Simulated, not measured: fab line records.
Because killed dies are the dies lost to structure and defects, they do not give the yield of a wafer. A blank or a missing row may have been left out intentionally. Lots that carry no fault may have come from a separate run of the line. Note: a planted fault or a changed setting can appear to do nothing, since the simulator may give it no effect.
Comparing a struck lot with a sound one / flow nand harc / 15 out of 1159 route steps
Sound: wafers L101.2, L101.4, L101.5. Wafers L109.2, L109.3, L109.4 were the ones struck. The cause comes at the end.
At each step with rows: each side's tool, then ch and its chambers, then its first start. Under that, the readings that differ: sound wafers / struck wafers / difference of the means / sigmas: that difference in standard deviations of wafers without a fault.
alike: readings with means less than 2 such deviations apart, plus words and numbers identical on both sides. not compared: withheld readings, readings lacking a value on some wafer, bounds such as >300 that could conceal the same value, and numbers that have no deviation in the record and whose values overlap.
A row with sigmas, a row that says differs or no value, or rows on one side alone: a step with any of these is where the two part. Non-overlapping numbers with no deviation appear without sigmas and do not part them. A reading missing from all wafers of one side parts the sides only when that side holds two or more wafers.

first, 8 steps without rows for these wafers: NHARC_P_GATE_DEHYDRATE_03 (time 120 s); NHARC_P_GATE_HMDS_04 (time 30 s); NHARC_P_GATE_COAT_05; NHARC_P_GATE_SOFTBAKE_06 (time 95 s); NHARC_P_GATE_EBR_07; NHARC_P_GATE_EXPOSE_08 (exposes mask P HV); NHARC_P_GATE_PEB_09 (peb time 85 s); NHARC_P_GATE_DEVELOP_10 (time 70 s).
NHARC_P_GATE_CD_MEAS_11: the cd target is 1640 nm.
  sound on cd sem-03 ch 0, day 4 20:10; struck on cd sem-02 ch 0, day 6 22:07
  alike: cd nm
then, 1 step without rows for these wafers: NHARC_P_GATE_HARDBAKE_12 (time 80 s).
NHARC_P_GATE_DESCUM_13: chemistry O2, time 3 s.
  sound on rie diel-07 ch 0,2,3, day 4 20:22; struck on rie diel-07 ch 0,1,3, day 6 22:16
reading=rf vpp V (V); sound=56.3 56.6 55.9; struck=58.1 58.0 59.5; difference=+2.3; sigmas=+3
  alike: drypump motor current A, oes product au, showerhead plenum p Torr, throttle valve pct
  not compared: rf hours counter h
then, 1 step without rows for these wafers: NHARC_P_GATE_ETCH_14 (etches SiO2 in dHF, target depth 48.8 nm).
NHARC_P_GATE_STRIP_15: strips in SPM, time 780 s.
  sound on wet bench-06 ch 2,3,7, day 4 20:31; struck on wet bench-06 ch 1,4,7, day 6 22:27
  no value came back on the struck wafers for bath guard temp C (C), bath heat duty pct (%); on the sound wafers bath guard temp C (C) reads 129.6 129.9 130.6
then, 1 step without rows for these wafers: NHARC_P_GATE_PRECLEAN_71 (cleans in SC1).
-- break in the record here, with 15 days between the starts of the struck wafers on either side (left off in module P_GATE, picked up again in module END, where the first step shown is number 1159 on the route) --
NHARC_END_SORT_01:
  the record has rows for the struck wafers here (prober-02 ch 0, day 22 01:15) and none for the sound ones

## WHERE THEY PART
At NHARC_P_GATE_DESCUM_13 first; at NHARC_END_SORT_01 last (within this record only).

WHY: whatever the simulator had introduced
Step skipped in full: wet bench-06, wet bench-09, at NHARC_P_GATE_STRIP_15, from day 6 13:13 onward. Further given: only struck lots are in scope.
